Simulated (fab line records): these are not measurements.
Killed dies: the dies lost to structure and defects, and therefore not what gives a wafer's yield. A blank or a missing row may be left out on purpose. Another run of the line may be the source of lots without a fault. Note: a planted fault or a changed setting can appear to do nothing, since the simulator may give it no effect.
Which tool did it? -- flow nand harc -- 39 wafers from 13 lots sampled at 5 of the route's 1302 steps

## WHAT THE GAUGES SHOWED, per wafer
NHARC_A_ONON_D1_THK_MEAS_30: measures by ellipsometry. Usual: thk nm at 1001 nm, with a standard deviation of 13.
lot,measured,on,thk nm (nm),flag
L675,day 8 12:17,film metro-01,1001 1000 1001,
L676,day 9 02:07,film metro-01,1008 1009 1008,
L679,day 10 10:36,film metro-02,995 995 994,
L680,day 10 22:35,film metro-02,1014 1013 1015,
L681,day 11 06:26,film metro-01,977 976 976,
L682,day 12 03:11,film metro-01,1017 1016 1018,
L683,day 12 03:11,film metro-02,977 979 978,
L685,day 12 16:24,film metro-02,1021 1020 1021,
L690,day 14 21:49,film metro-01,1492 1491 1491,OFF
L692,day 16 02:24,film metro-01,983 983 984,
L693,day 16 02:25,film metro-02,1492 1493 1493,OFF
L695,day 17 04:29,film metro-01,1012 1013 1013,
L697,day 17 21:13,film metro-02,1009 1010 1011,

NHARC_END_SORT_01. Usual: killed at array 62, standard deviation 22; killed at other 1.0, standard deviation 1.4; killed at periphery 4.2, standard deviation 2.8; killed dies 67, standard deviation 23; killed open 3.1, standard deviation 1.7; killed short 2.1, standard deviation 1.5.
lot,measured,on,killed at array,killed at other,killed at periphery,killed dies,killed open,killed short,flag
L690,day 30 22:27,prober-02,662 664 673,3 2 1,12 11 3,677 677 677,4 2 5,3 4 2,OFF
L693,day 33 07:31,prober-02,673 665 666,1 5 8,3 7 3,677 677 677,3 4 5,2 4 5,OFF

## WHAT TOOL EACH LOT RAN ON (gives the tool, then ch and the chambers of the sampled wafers, and finally the start)
lot,NHARC_A_ZERO_WELL_ETCH_13,NHARC_A_ZERO_WELL_RTA_16,NHARC_A_ONON_D1_DEP_28
L675,"rie si-04 ch 1,2, day 7 02:22","rtp anneal-01 ch 0, day 7 03:22","pecvd onon-04 ch 0, day 8 11:53"
L676,"rie si-02 ch 0,1, day 7 11:27","rtp anneal-02 ch 0, day 7 12:23","pecvd onon-04 ch 0, day 9 01:40"
L679,"rie si-02 ch 0,3, day 9 00:05","rtp anneal-02 ch 0, day 9 01:03","pecvd onon-03 ch 0, day 10 10:08"
L680,"rie si-02 ch 1,3, day 9 11:23","rtp anneal-01 ch 0, day 9 12:16","pecvd onon-04 ch 0, day 10 22:05"
L681,"rie si-04 ch 0,2, day 9 14:56","rtp anneal-02 ch 0, day 9 15:50","pecvd onon-04 ch 0, day 11 05:56"
L682,"rie si-03 ch 0,2,3, day 10 14:07","rtp anneal-01 ch 0, day 10 15:10","pecvd onon-03 ch 0, day 12 02:41"
L683,"rie si-02 ch 1,2,3, day 10 17:33","rtp anneal-01 ch 0, day 10 18:26","pecvd onon-02 ch 0, day 12 02:44"
L685,"rie si-03 ch 2,3, day 11 05:49","rtp anneal-01 ch 0, day 11 06:45","pecvd onon-02 ch 0, day 12 16:00"
L690,"rie si-04 ch 1,3, day 13 11:11","rtp anneal-01 ch 0, day 13 12:08","pecvd onon-02 ch 0, day 14 21:22"
L692,"rie si-04 ch 2,3, day 14 15:35","rtp anneal-02 ch 0, day 14 16:28","pecvd onon-04 ch 0, day 16 01:53"
L693,"rie si-03 ch 0,1,2, day 14 19:21","rtp anneal-02 ch 0, day 14 20:16","pecvd onon-02 ch 0, day 16 02:01"
L695,"rie si-03 ch 0,1,3, day 15 18:37","rtp anneal-01 ch 0, day 15 19:33","pecvd onon-04 ch 0, day 17 04:06"
L697,"rie si-03 ch 1,2,3, day 16 10:44","rtp anneal-01 ch 0, day 16 11:40","pecvd onon-04 ch 0, day 17 20:46"
- NHARC_A_ZERO_WELL_ETCH_13: etches the open film in HBr/Cl2, target depth 120 nm, time 40.1 s.
- NHARC_A_ZERO_WELL_RTA_16: time 10 s.
- NHARC_A_ONON_D1_DEP_28: target thk 1000 nm.

## WHAT THE TOOLS THEMSELVES READ (means of the sampled wafers that have a number; where no wafer has one, the mark that the record gives instead)
NHARC_A_ZERO_WELL_ETCH_13. Usual: drypump motor current A 5.8 A, standard deviation 0.48; mfc cl2 sccm 50.00 sccm, standard deviation 0.15; oes product au 0.996 a.u., standard deviation 0.011; throttle valve pct 26.405 %, standard deviation 0.0087.
lot,tool,drypump motor current A (A),mfc cl2 sccm (sccm),oes product au (a.u.),throttle valve pct (%),flag
L675,rie si-04,6.1,50.00,0.999,26.392,
L676,rie si-02,5.1,49.94,0.997,26.414,
L679,rie si-02,5.1,50.09,0.985,26.409,
L680,rie si-02,5.5,50.13,1.005,26.407,
L681,rie si-04,6.5,49.95,1.001,26.400,
L682,rie si-03,6.0,49.93,1.000,26.412,
L683,rie si-02,5.8,50.12,0.998,26.412,
L685,rie si-03,5.8,49.87,0.990,26.408,
L690,rie si-04,5.4,50.06,0.997,26.411,
L692,rie si-04,6.2,49.98,0.996,26.394,
L693,rie si-03,6.1,50.06,0.995,26.398,
L695,rie si-03,6.1,50.13,0.996,26.395,
L697,rie si-03,5.9,50.04,1.002,26.405,

NHARC_A_ZERO_WELL_RTA_16. Usual: anneal temp c max 1005.3, standard deviation 0.96; lamp power pct 28.1 %, standard deviation 1.1; lamp_zone_7_pct 28.6 %, standard deviation 1.1; wafer_temp_C_max 1006.4, standard deviation 1.3.
lot,tool,anneal temp c max,lamp power pct (%),lamp_zone_7_pct (%),wafer_temp_C_max,flag
L675,rtp anneal-01,1004.5,29.0,29.5,1006.2,
L676,rtp anneal-02,1005.9,26.8,27.3,1007.3,
L679,rtp anneal-02,1005.1,26.9,27.3,1006.7,
L680,rtp anneal-01,1004.6,29.1,29.5,1006.6,
L681,rtp anneal-02,1005.0,26.8,27.3,1006.9,
L682,rtp anneal-01,1005.0,29.0,29.5,1005.4,
L683,rtp anneal-01,1004.6,29.0,29.5,1006.1,
L685,rtp anneal-01,1004.5,29.0,29.5,1004.6,
L690,rtp anneal-01,1005.5,29.0,29.5,1006.8,
L692,rtp anneal-02,1006.1,26.9,27.3,1005.8,
L693,rtp anneal-02,1005.2,26.9,27.3,1007.1,
L695,rtp anneal-01,1006.2,29.0,29.5,1006.9,
L697,rtp anneal-01,1005.0,29.0,29.5,1006.7,

NHARC_A_ONON_D1_DEP_28. Usual: susceptor temp C at 400.02 C, with a standard deviation of 0.2.
lot,tool,susceptor temp C (C),flag
L675,pecvd onon-04,400.15,
L676,pecvd onon-04,399.94,
L679,pecvd onon-03,400.07,
L680,pecvd onon-04,400.09,
L681,pecvd onon-04,400.13,
L682,pecvd onon-03,400.21,
L683,pecvd onon-02,400.05,
L685,pecvd onon-02,400.03,
L690,pecvd onon-02,400.09,
L692,pecvd onon-04,399.95,
L693,pecvd onon-02,400.10,
L695,pecvd onon-04,400.18,
L697,pecvd onon-04,399.97,

## THE ANSWER, worked out from the rows above alone
Rule: a lot counts as off when the mean over its wafers that have a number is more than 3 standard deviations away from the usual mean. A lot without any number at a reading at which 4 lots or more have one is off too. All remaining lots with rows at the step are treated as sound. The gauges are gone through in route order, then the tools' own readings, and for those a lot's mean is taken as printed above. At the first step where some lot is off, the reading lying furthest off is the one used; lots without a number count as furthest.
Off, at NHARC_A_ONON_D1_THK_MEAS_30 on thk nm: L690, L693.
If a tool, at a process step before that reading, ran all the lots that are off and no sound lot after the first of them, it fits. The gauges at NHARC_A_ONON_D1_THK_MEAS_30 aren't tried: what is off there is off at NHARC_END_SORT_01 too, on other tools, and a gauge's error can't cause that. One fits: pecvd onon-02 at NHARC_A_ONON_D1_DEP_28. Its last sound lot is L685 (day 12 16:00), its first lot that is off L690 (day 14 21:22): a fault that began between those two fits.

## WHAT THE SIMULATOR HAD INSERTED
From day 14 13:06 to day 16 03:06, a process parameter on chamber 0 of pecvd onon-02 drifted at NHARC_A_ONON_D1_DEP_28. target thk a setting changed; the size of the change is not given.
Shown lots that were struck: L690, L693. The rule above reached the same finding.
